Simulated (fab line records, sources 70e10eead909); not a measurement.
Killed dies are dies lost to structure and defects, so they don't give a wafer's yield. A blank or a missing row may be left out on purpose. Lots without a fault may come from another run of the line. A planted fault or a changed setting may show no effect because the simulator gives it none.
Which tool did it? | flow nand_harc | 12 lots, 36 wafers sampled, at 5 steps of a route of 1302

WHAT THE GAUGES READ, wafer by wafer
NHARC_END_SORT_01. Usual: defect_limited_yield 90.8 %, standard deviation 2.2; killed_at_array 58, standard deviation 15; killed_at_other 0.8, standard deviation 1.2; killed_at_periphery 3.5, standard deviation 2.5; killed_dies 62, standard deviation 15; killed_open 3.2, standard deviation 1.7; killed_short 2.4, standard deviation 1.5.
lot  | measured     | on        | defect_limited_yield (%) | killed_at_array | killed_at_other | killed_at_periphery | killed_dies | killed_open | killed_short | flag
L423 | day 27 15:46 | prober-01 | 74.7 84.6 82.6           | 64 55 21        | 0 0 0           | 107 49 97           | 171 104 118 | 6 3 4       | 4 3 1        | OFF
L425 | day 27 23:59 | prober-01 | 85.2 83.5 80.4           | 45 45 33        | 0 0 0           | 55 67 100           | 100 112 133 | 3 5 2       | 2 2 1        | OFF

WHICH TOOL RAN EACH LOT (tool, then ch and the chambers of the sampled wafers, then the start)
lot  | NHARC_P_M1_PVD_21            | NHARC_A_BONDPAD_PRE_CLEAN_26            | NHARC_A_BONDPAD_CMP_19        | NHARC_THIN_TSV_CMP_21
L414 | pvd_sputter-01, day 6 08:49  | pvd_sputter-01, day 22 23:23 or earlier | cmp-04 ch 0,1,2, day 22 23:23 | cmp-02 ch 0,1, day 23 16:35
L416 | pvd_sputter-01, day 6 22:58  | pvd_sputter-03, day 23 10:06 or earlier | cmp-01 ch 0,2, day 23 10:06   | cmp-01 ch 0,3, day 24 03:17
L423 | pvd_sputter-01, day 9 23:53  | pvd_sputter-02, day 26 08:56 or earlier | cmp-03 ch 0,2,3, day 26 08:56 | cmp-01 ch 1,2,3, day 27 02:56
L425 | pvd_sputter-01, day 10 22:23 | pvd_sputter-02, day 26 19:02 or earlier | cmp-04 ch 0,2,3, day 26 19:02 | cmp-01 ch 0,1,2, day 27 12:35
L426 | pvd_sputter-03, day 11 02:00 | pvd_sputter-02, day 27 01:31 or earlier | cmp-04 ch 1,3, day 27 01:31   | cmp-02 ch 1,3, day 27 18:25
L431 | pvd_sputter-03, day 13 13:08 | pvd_sputter-01, day 30 09:24 or earlier | cmp-04 ch 1,2, day 30 09:24   | cmp-03 ch 0,1,2, day 31 02:47
L432 | pvd_sputter-01, day 13 23:18 | pvd_sputter-01, day 31 02:21 or earlier | cmp-04 ch 0,3, day 31 02:21   | cmp-03 ch 0,1,3, day 31 19:22
L433 | pvd_sputter-03, day 14 03:55 | pvd_sputter-03, day 30 08:23 or earlier | cmp-03 ch 0,1,2, day 30 08:23 | cmp-01 ch 0,1, day 31 01:46
L434 | pvd_sputter-01, day 14 15:19 | pvd_sputter-01, day 31 08:38 or earlier | cmp-04 ch 1,2,3, day 31 08:38 | cmp-01 ch 1,2, day 32 06:56
L435 | pvd_sputter-01, day 14 20:56 | pvd_sputter-03, day 31 17:16 or earlier | cmp-04 ch 0,1,2, day 31 17:16 | cmp-01 ch 0,2, day 32 17:53
L437 | pvd_sputter-01, day 15 19:02 | pvd_sputter-01, day 32 14:53 or earlier | cmp-03 ch 0,1, day 32 14:53   | cmp-02 ch 1,3, day 33 08:03
L436 | pvd_sputter-01, day 16 20:39 | pvd_sputter-02, day 34 02:08 or earlier | cmp-01 ch 0,1,3, day 34 02:08 | cmp-03 ch 0,3, day 34 20:32
- NHARC_P_M1_PVD_21: deposits Cu, target thk 30 nm, time 20.49 s.
- NHARC_A_BONDPAD_PRE_CLEAN_26: time 30 s.
- NHARC_A_BONDPAD_CMP_19: polishes, t overpolish 30 s, cu recess touch 16 s, target thk 169.82 nm.
- NHARC_THIN_TSV_CMP_21: polishes, t overpolish 30 s, target thk 2000 nm.

WHAT THE TOOLS THEMSELVES READ (means of the sampled wafers that have a number; where no wafer has one, the mark that the record gives instead)
NHARC_P_M1_PVD_21. Usual: throttle_valve_pct 30.3 %, standard deviation 1.6.
lot  | tool           | throttle_valve_pct (%) | flag
L414 | pvd_sputter-01 | 30.2                   |
L416 | pvd_sputter-01 | 29.3                   |
L423 | pvd_sputter-01 | 28.8                   |
L425 | pvd_sputter-01 | 29.8                   |
L426 | pvd_sputter-03 | 32.0                   |
L431 | pvd_sputter-03 | 31.6                   |
L432 | pvd_sputter-01 | 29.3                   |
L433 | pvd_sputter-03 | 31.7                   |
L434 | pvd_sputter-01 | 30.8                   |
L435 | pvd_sputter-01 | 29.9                   |
L437 | pvd_sputter-01 | 28.7                   |
L436 | pvd_sputter-01 | 29.3                   |

NHARC_A_BONDPAD_PRE_CLEAN_26. Usual: heater_power_w 413 W, standard deviation 36.
lot  | tool           | heater_power_w (W) | flag
L414 | pvd_sputter-01 | 436                |
L416 | pvd_sputter-03 | 442                |
L423 | pvd_sputter-02 | 431                |
L425 | pvd_sputter-02 | 409                |
L426 | pvd_sputter-02 | 399                |
L431 | pvd_sputter-01 | 408                |
L432 | pvd_sputter-01 | 392                |
L433 | pvd_sputter-03 | 421                |
L434 | pvd_sputter-01 | 381                |
L435 | pvd_sputter-03 | 398                |
L437 | pvd_sputter-01 | 420                |
L436 | pvd_sputter-02 | 448                |

NHARC_A_BONDPAD_CMP_19. Usual: motor_current_A 12.1 A, standard deviation 1; overpolish_run_s 29.999 s, standard deviation 0.0087; slurry_filter_dp_kPa 13.49 kPa, standard deviation 0.13.
lot  | tool   | motor_current_A (A) | overpolish_run_s (s) | slurry_filter_dp_kPa (kPa) | flag
L414 | cmp-04 | 11.8                | 29.997               | 13.37                      |
L416 | cmp-01 | 12.4                | 29.997               | 13.33                      |
L423 | cmp-03 | 12.2                | 30.010               | 13.58                      |
L425 | cmp-04 | 11.8                | 29.997               | 13.42                      |
L426 | cmp-04 | 12.7                | 30.006               | 13.49                      |
L431 | cmp-04 | 12.3                | 29.999               | 13.42                      |
L432 | cmp-04 | 11.0                | 30.001               | 13.49                      |
L433 | cmp-03 | 12.0                | 30.001               | 13.46                      |
L434 | cmp-04 | 12.6                | 30.004               | 13.57                      |
L435 | cmp-04 | 12.3                | 29.998               | 13.51                      |
L437 | cmp-03 | 11.0                | 30.003               | 13.55                      |
L436 | cmp-01 | 12.5                | 30.002               | 13.40                      |

NHARC_THIN_TSV_CMP_21. Usual: motor_current_A 12.1 A, standard deviation 1.2; overpolish_run_s 29.999 s, standard deviation 0.0088; slurry_filter_dp_kPa 13.50 kPa, standard deviation 0.13.
lot  | tool   | motor_current_A (A) | overpolish_run_s (s) | slurry_filter_dp_kPa (kPa) | flag
L414 | cmp-02 | 12.9                | 30.004               | 13.38                      |
L416 | cmp-01 | 13.1                | 29.994               | 13.55                      |
L423 | cmp-01 | 11.9                | 29.987               | 13.68                      |
L425 | cmp-01 | 11.8                | 29.999               | 13.54                      |
L426 | cmp-02 | 11.1                | 30.003               | 13.44                      |
L431 | cmp-03 | 12.3                | 29.997               | 13.68                      |
L432 | cmp-03 | 11.6                | 29.997               | 13.45                      |
L433 | cmp-01 | 12.9                | 29.993               | 13.38                      |
L434 | cmp-01 | 11.0                | 30.003               | 13.46                      |
L435 | cmp-01 | 11.9                | 29.996               | 13.46                      |
L437 | cmp-02 | 11.1                | 30.006               | 13.43                      |
L436 | cmp-03 | 11.9                | 29.994               | 13.58                      |

THE ANSWER, worked out from the rows above alone
Rule: a lot is off if the mean of its wafers that have a number lies more than 3 standard deviations from the usual mean. A lot without any number at a reading at which 4 lots or more have one is off too. The other lots that the step has rows for count as sound. The gauges are gone through in route order, then the tools' own readings, and for those a lot's mean is taken as printed above. The first step at which some lot is off is used, and at that step the reading that is off furthest; a lot without a number counts as furthest.
Off: L423, L425, at NHARC_END_SORT_01 (killed_at_periphery). Neither off nor sound, because the step has no rows for them: L414, L416, L426, L431, L432, L433, L434, L435, L437, L436.
A tool fits if, at a process step before that reading, it ran every lot that is off, and no sound lot after the first of them. The gauges at NHARC_END_SORT_01 are tried like those tools. NHARC_A_BONDPAD_PRE_CLEAN_26 gives no start for some lots, so the hours and the order of its lots are those of NHARC_A_BONDPAD_CMP_19. Can't be told from this: 4 tools fit, pvd_sputter-01 at NHARC_P_M1_PVD_21, pvd_sputter-02 at NHARC_A_BONDPAD_PRE_CLEAN_26, cmp-01 at NHARC_THIN_TSV_CMP_21, prober-01 at NHARC_END_SORT_01.

WHAT THE SIMULATOR HAD PUT IN
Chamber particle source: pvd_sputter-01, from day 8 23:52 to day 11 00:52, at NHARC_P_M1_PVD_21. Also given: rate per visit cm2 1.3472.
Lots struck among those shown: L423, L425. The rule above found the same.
